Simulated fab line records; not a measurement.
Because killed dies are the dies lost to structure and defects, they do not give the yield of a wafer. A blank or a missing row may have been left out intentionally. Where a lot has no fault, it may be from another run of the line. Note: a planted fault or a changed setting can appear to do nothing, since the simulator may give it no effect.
Lot-split experiment + flow n5 finfet + 21 wafers read across 7 lots, on a route 1938 steps long

== SPLIT DETAILS ==
At N5_BEOL_M1_COAT_61 (time 60 s, resist thk 60 nm), the setting spin rpm was moved away from the recipe's 1500 rpm on 11 of the 21 wafers read, by -9.8% to +8.1%. The other wafers ran this setting at the recipe's value.

== FROM THE SPLIT TO THE READING: what the file shows between them, 8 steps ==
- N5_BEOL_M1_COAT_62: time 60 s, resist thk 12 nm
- N5_BEOL_M1_COAT_73: time 60 s, resist thk 5 nm
- N5_BEOL_M1_ETCH_74: etches underlayer in N2/H2, target depth 6.5 nm, time 5.2 s
- N5_BEOL_M1_ETCH_63: etches SiARC in CF4, target depth 15.6 nm, time 26 s
- N5_BEOL_M1_ETCH_64: etches SOC in N2/H2, target depth 75 nm, overetch 15 nm, time 112.5 s
- N5_BEOL_M1_STRIP_65: strips in N2/H2
- N5_BEOL_M1_STRIP_75: strips in N2/H2
- N5_BEOL_M1_STRIP_66: strips in CF4

== THE READING ==
SOC_of_BEOL_M1_COAT_61.thk nm (the simulator's own value, which no gauge read), in nm, at N5_BEOL_M1_HM_OPEN_17 (chemistry Cl2/BCl3, target TiN, target depth 20 nm, overetch 6 nm). The file does not state a usual value for it. The 10 wafers here that ran the recipe average 52.0 nm, standard deviation 0.28 nm.

| wafer  | tool, chamber at the split | spin rpm as run, rpm | against the recipe | SOC_of_BEOL_M1_COAT_61.thk nm, nm | against lot-mates on the recipe |
|--------|----------------------------|----------------------|--------------------|-----------------------------------|---------------------------------|
| L075.1 | litho track-04, 0          | 1500                 | recipe             | 52                                | -                               |
| L075.2 | litho track-04, 0          | 1596                 | +6.4%              | 50.4                              | -1.8                            |
| L075.3 | litho track-04, 0          | 1500                 | recipe             | 52.4                              | -                               |
| L076.2 | litho track-02, 0          | 1407                 | -6.2%              | 54.4                              | +2.0                            |
| L076.3 | litho track-02, 0          | 1500                 | recipe             | 52.4                              | -                               |
| L076.6 | litho track-02, 0          | 1407                 | -6.2%              | 54.2                              | +1.8                            |
| L077.1 | litho track-02, 0          | 1500                 | recipe             | 52                                | -                               |
| L077.5 | litho track-02, 0          | 1353                 | -9.8%              | 55.4                              | +3.4                            |
| L077.6 | litho track-02, 0          | 1353                 | -9.8%              | 55.2                              | +3.2                            |
| L080.1 | litho track-03, 0          | 1500                 | recipe             | 51.6                              | -                               |
| L080.3 | litho track-03, 0          | 1500                 | recipe             | 51.6                              | -                               |
| L080.6 | litho track-03, 0          | 1500                 | recipe             | 51.6                              | -                               |
| L081.4 | litho track-04, 0          | 1500                 | recipe             | 52                                | -                               |
| L081.5 | litho track-04, 0          | 1357                 | -9.5%              | 55.4                              | +3.4                            |
| L081.6 | litho track-04, 0          | 1500                 | recipe             | 52                                | -                               |
| L084.1 | litho track-03, 0          | 1500                 | recipe             | 52                                | -                               |
| L084.5 | litho track-03, 0          | 1608                 | +7.2%              | 50.2                              | -1.8                            |
| L084.6 | litho track-03, 0          | 1608                 | +7.2%              | 50                                | -2.0                            |
| L092.2 | litho track-02, 0          | 1622                 | +8.1%              | 49.6                              | no lot-mate on the recipe       |
| L092.3 | litho track-02, 0          | 1622                 | +8.1%              | 49.8                              | no lot-mate on the recipe       |
| L092.4 | litho track-02, 0          | 1622                 | +8.1%              | 49.4                              | no lot-mate on the recipe       |

THE FIT
A straight line over all 21 wafers: SOC_of_BEOL_M1_COAT_61.thk nm changes by -0.316 nm for each +1% of spin rpm; r = -0.99; the points scatter about the line by 0.29 nm.
The same after taking each lot's own level away (the mean of its wafers on the recipe; 18 wafers): -0.312 nm for each +1%; r = -0.99; scatter 0.19 nm.
Per that fit: largest spin rpm move, reading shift of 3.1 nm.
The span of the lots' own levels, 51.60 to 52.40 nm, comes to 2.9 times the standard deviation stated above.
The two slopes are in agreement: the lot-to-lot level therefore moves the slope only a little.
Check: for one of the wafers moved furthest among these (-9.8%), held out of the fit, the line's prediction against its lot-mates is +3.09 nm. It came out at +3.4 nm against them.

== THE WHOLE CHAIN: every reading that the file lists as answering this split, in the file's order ==
| step                  | what it does                                                          | reading                                                                        | change (the file's fit)               | r (the file's) |
|-----------------------|-----------------------------------------------------------------------|--------------------------------------------------------------------------------|---------------------------------------|----------------|
| N5_BEOL_M1_COAT_61    | time 60 s, resist thk 60 nm                                           | SOC_of_BEOL_M1_COAT_61.thk nm (the simulator's own value, which no gauge read) | -0.306 nm for each +1% of the setting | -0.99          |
| N5_BEOL_M1_ETCH_64    | etches SOC in N2/H2, target depth 75 nm, overetch 15 nm, time 112.5 s | etch.depth nm (the simulator's own value, which no gauge read)                 | -0.312 nm for each +1% of the setting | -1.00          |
| N5_BEOL_M1_HM_OPEN_17 | chemistry Cl2/BCl3, target TiN, target depth 20 nm, overetch 6 nm     | SOC_of_BEOL_M1_COAT_61.thk nm (the simulator's own value, which no gauge read) | -0.32 nm for each +1% of the setting  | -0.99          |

== FILE'S OWN FIT ==
SOC_of_BEOL_M1_COAT_61.thk nm changes by -0.32 nm for each +1% of spin rpm, r = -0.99.
